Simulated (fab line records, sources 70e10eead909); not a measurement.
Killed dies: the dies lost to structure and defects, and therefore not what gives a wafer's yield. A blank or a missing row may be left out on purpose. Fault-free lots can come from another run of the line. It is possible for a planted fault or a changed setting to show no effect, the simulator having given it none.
Chamber matching ; flow nand-harc ; 4 sister chambers for NHARC_A_BONDPAD_STRIP_15 on rie-diel-05
The step strips in O2. 14 wafers are shown with their chamber, then 7 later ones without.

== WAFERS PAIRED WITH THEIR CHAMBERS ==
wafer;chamber;showerhead-plenum-p-Torr (Torr);oes-product-au (a.u.);rf-vpp-V (V)
L865.1;2;3.42;1.004;56.4
L865.2;3;3.30;1.006;58.6
L865.6;0;3.75;1.005;59.2
L864.3;3;3.30;1.001;58.0
L864.4;1;3.51;0.992;57.8
L864.6;3;3.30;1.008;58.2
L867.3;0;3.75;1.010;58.5
L867.4;2;3.42;1.003;57.5
L867.5;0;3.75;1.012;58.5
L869.1;1;3.51;0.991;57.7
L869.2;0;3.75;1.008;58.3
L869.3;3;3.30;1.003;56.5
L878.1;1;3.51;0.995;57.9
L878.3;3;3.29;1.003;57.3

SIGNATURES, as means of the wafers listed above
reading;chamber 0;chamber 1;chamber 2;chamber 3;scatter within a chamber
showerhead-plenum-p-Torr;3.7500;3.5100;3.4200;3.2980;0.00283
oes-product-au;1.00875;0.99267;1.00350;1.00420;0.00258
rf-vpp-V;58.625;57.800;56.950;57.720;0.62
Rule: distance of a wafer from a chamber = root of the sum over the readings of ((wafer's reading minus chamber's mean) / reading's scatter) squared. The wafer belongs to the nearest chamber; if the next one is less than 2 further off, it can't be placed. The scatter: take each reading less its chamber's mean, square it, sum over the shown wafers, divide by the number of wafers less the number of chambers, and take the root.

== WAFERS MISSING THEIR CHAMBER ==
wafer;showerhead-plenum-p-Torr (Torr);oes-product-au (a.u.);rf-vpp-V (V)
L878.5;3.29;1.002;59.0
L881.1;3.51;0.999;57.9
L881.3;3.42;0.999;57.6
L881.5;3.42;0.985;58.8
L884.1;3.29;1.005;56.7
L884.4;3.42;0.992;55.6
L884.6;3.42;0.999;57.1

== THE CHAMBER EACH PASSED THROUGH ==
wafer;from the rows above;in truth
L878.5;3;3
L881.1;1;1
L881.3;2;2
L881.5;2;2
L884.1;3;3
L884.4;2;2
L884.6;2;2
7 of 7 placed correctly. From these rows, 0 cannot be placed. Wrongly placed: 0.
